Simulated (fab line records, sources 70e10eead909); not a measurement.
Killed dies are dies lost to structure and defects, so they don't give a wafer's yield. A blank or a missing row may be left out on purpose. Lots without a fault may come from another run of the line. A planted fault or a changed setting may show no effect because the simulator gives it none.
Which tool did it? | flow nand_harc | 24 lots, 72 wafers sampled, at 3 steps of a route of 1302

WHAT THE GAUGES READ, wafer by wafer
NHARC_A_M1_OVL_MEAS_10: pitch 240 nm.
lot  | measured     | on         | overlay_x_nm (nm) | overlay_y_nm (nm)
L074 | day 23 17:46 | overlay-02 | 1.0 0.5 0.8       | 1.0 1.3 1.4
L077 | day 23 19:19 | overlay-01 | -0.3 0.0 -0.1     | -0.2 -0.2 0.1
L075 | day 23 21:21 | overlay-02 | -0.4 -0.3 -0.3    | -0.5 -0.3 -0.2
L076 | day 24 00:41 | overlay-02 | -0.6 -0.8 -0.3    | 1.5 1.2 0.4
L078 | day 24 21:31 | overlay-01 | 0.5 1.0 0.4       | -0.2 -0.3 0.4
L079 | day 24 23:17 | overlay-02 | 0.2 -0.6 0.0      | 0.2 0.6 0.7
L080 | day 25 08:20 | overlay-02 | -0.2 -0.7 -0.5    | -0.1 -0.4 -0.6
L081 | day 26 03:43 | overlay-01 | 1.2 0.7 1.0       | -0.7 -0.3 -0.7
L082 | day 26 09:46 | overlay-01 | -0.5 -0.5 -0.6    | 0.2 0.4 0.2
L083 | day 26 14:34 | overlay-01 | 1.6 1.8 1.1       | -0.1 -0.5 -0.2
L084 | day 26 17:44 | overlay-02 | -0.5 -0.8 -0.9    | 1.4 1.3 1.7
L086 | day 26 21:42 | overlay-01 | 0.7 1.0 0.6       | 0.7 0.7 0.5
L085 | day 27 08:02 | overlay-01 | 2.3 1.5 1.7       | 0.2 0.0 0.0
L087 | day 28 11:17 | overlay-02 | 0.3 0.0 0.3       | -0.9 -0.1 -0.2
L088 | day 28 15:32 | overlay-02 | 0.3 0.7 -0.1      | 0.6 0.4 0.6
L089 | day 28 16:56 | overlay-01 | 0.4 0.4 0.0       | -0.6 -0.1 -0.5
L090 | day 29 22:20 | overlay-01 | -2.0 -1.7 -1.7    | 1.6 1.4 1.5
L093 | day 30 11:23 | overlay-01 | -1.1 -1.4 -1.2    | -0.4 0.0 0.2
L092 | day 30 12:04 | overlay-01 | -0.6 -0.2 -0.4    | -0.8 -0.2 0.0
L091 | day 30 14:53 | overlay-02 | 0.7 0.6 0.5       | -0.2 -0.7 -0.1
L094 | day 30 18:39 | overlay-01 | -1.7 -1.3 -1.3    | 0.1 0.6 0.0
L095 | day 31 20:13 | overlay-01 | -0.3 -0.5 0.0     | 0.8 0.7 0.4
L096 | day 32 03:52 | overlay-01 | -0.7 -0.3 -0.5    | 0.7 0.0 -0.1
L097 | day 32 05:22 | overlay-02 | -0.6 -0.3 -0.3    | -0.2 -0.3 -0.1

NHARC_A_BONDPAD_CD_MEAS_09: target cd 500 nm.
lot  | measured     | on        | cd_nm (nm)
L074 | day 23 22:25 | cd_sem-01 | 500.9 499.3 500.4
L077 | day 23 23:56 | cd_sem-01 | 501.5 501.6 501.9
L075 | day 24 01:57 | cd_sem-03 | 500.4 499.0 498.5
L076 | day 24 05:17 | cd_sem-01 | 498.1 498.3 501.0
L078 | day 25 02:13 | cd_sem-03 | 501.4 500.9 500.6
L079 | day 25 03:53 | cd_sem-01 | 501.6 500.5 501.8
L080 | day 25 12:47 | cd_sem-01 | 498.4 502.0 500.7
L081 | day 26 08:12 | cd_sem-03 | 500.7 501.4 502.3
L082 | day 26 14:17 | cd_sem-01 | 502.2 500.5 500.6
L083 | day 26 19:16 | cd_sem-02 | 502.3 502.0 502.6
L084 | day 26 22:22 | cd_sem-02 | 500.1 500.2 500.1
L086 | day 27 02:17 | cd_sem-01 | 499.6 500.2 502.0
L085 | day 27 12:37 | cd_sem-01 | 501.6 500.6 500.5
L087 | day 28 15:46 | cd_sem-01 | 502.4 501.3 500.3
L088 | day 28 20:11 | cd_sem-01 | 499.8 498.4 499.6
L089 | day 28 21:35 | cd_sem-03 | 500.1 499.0 500.2
L090 | day 30 02:52 | cd_sem-01 | 500.5 499.4 497.5
L093 | day 30 16:11 | cd_sem-02 | 499.7 499.1 498.1
L092 | day 30 16:49 | cd_sem-01 | 499.4 501.5 500.5
L091 | day 30 19:23 | cd_sem-02 | 500.0 499.3 499.2
L094 | day 30 23:15 | cd_sem-02 | 499.1 499.0 498.4
L095 | day 32 00:49 | cd_sem-02 | 498.0 498.6 499.6
L096 | day 32 08:29 | cd_sem-01 | 502.2 501.5 501.5
L097 | day 32 09:58 | cd_sem-02 | 501.4 501.3 501.1

WHICH TOOL RAN EACH LOT (tool, then ch and the chambers of the sampled wafers, then the start)
lot  | NHARC_A_M0_ANNEAL_30
L074 | rtp_anneal-01 ch 0, day 23 15:38
L077 | rtp_anneal-01 ch 0, day 23 17:03
L075 | rtp_anneal-02 ch 0, day 23 19:04
L076 | rtp_anneal-01 ch 0, day 23 22:34
L078 | rtp_anneal-01 ch 0, day 24 19:16
L079 | rtp_anneal-02 ch 0, day 24 21:13
L080 | rtp_anneal-02 ch 0, day 25 06:10
L081 | rtp_anneal-02 ch 0, day 25 23:52
L082 | rtp_anneal-02 ch 0, day 26 07:39
L083 | rtp_anneal-02 ch 0, day 26 12:16
L084 | rtp_anneal-01 ch 0, day 26 15:43
L086 | rtp_anneal-02 ch 0, day 26 19:27
L085 | rtp_anneal-02 ch 0, day 27 05:46
L087 | rtp_anneal-01 ch 0, day 28 09:04
L088 | rtp_anneal-01 ch 0, day 28 13:13
L089 | rtp_anneal-02 ch 0, day 28 14:38
L090 | rtp_anneal-02 ch 0, day 29 20:08
L093 | rtp_anneal-02 ch 0, day 30 08:49
L092 | rtp_anneal-01 ch 0, day 30 09:43
L091 | rtp_anneal-01 ch 0, day 30 12:35
L094 | rtp_anneal-02 ch 0, day 30 16:22
L095 | rtp_anneal-02 ch 0, day 31 17:58
L096 | rtp_anneal-01 ch 0, day 32 01:44
L097 | rtp_anneal-01 ch 0, day 32 03:04
- NHARC_A_M0_ANNEAL_30: time 90 s.

WHAT THE TOOLS THEMSELVES READ (means of the sampled wafers that have a number; where no wafer has one, the mark that the record gives instead)
NHARC_A_M0_ANNEAL_30.
lot  | tool          | wafer_temp_C_max
L074 | rtp_anneal-01 | 225.45
L077 | rtp_anneal-01 | 225.25
L075 | rtp_anneal-02 | 225.96
L076 | rtp_anneal-01 | 225.52
L078 | rtp_anneal-01 | 225.51
L079 | rtp_anneal-02 | 225.56
L080 | rtp_anneal-02 | 225.76
L081 | rtp_anneal-02 | 225.46
L082 | rtp_anneal-02 | 225.68
L083 | rtp_anneal-02 | 225.33
L084 | rtp_anneal-01 | 225.45
L086 | rtp_anneal-02 | 225.40
L085 | rtp_anneal-02 | 225.70
L087 | rtp_anneal-01 | 225.61
L088 | rtp_anneal-01 | 225.45
L089 | rtp_anneal-02 | 225.56
L090 | rtp_anneal-02 | 225.33
L093 | rtp_anneal-02 | 225.30
L092 | rtp_anneal-01 | 225.25
L091 | rtp_anneal-01 | 225.58
L094 | rtp_anneal-02 | 225.56
L095 | rtp_anneal-02 | 225.42
L096 | rtp_anneal-01 | 225.50
L097 | rtp_anneal-01 | 225.40

THE ANSWER, worked out from the rows above alone
Rule: what is usual is taken from the lots themselves. Put in order of their means at a reading, lots are off if they are a third of the lots or fewer, leave a main group of 4 or more, and stand apart from it by a gap of 3 or more times the standard deviation of the main group's means; of several such gaps the widest counts. A main group whose means are all the same, to the digits that the tables above print for the reading, isn't used. A lot without any number at a reading at which 4 lots or more have one is off too. The other lots that the step has rows for count as sound. The gauges are gone through in route order, then the tools' own readings, and for those a lot's mean is taken as printed above. The first step at which some lot is off is used, and at that step the reading that is off furthest; a lot without a number counts as furthest.
No lot is off at any reading shown: from this, nothing can be told.

WHAT THE SIMULATOR HAD PUT IN
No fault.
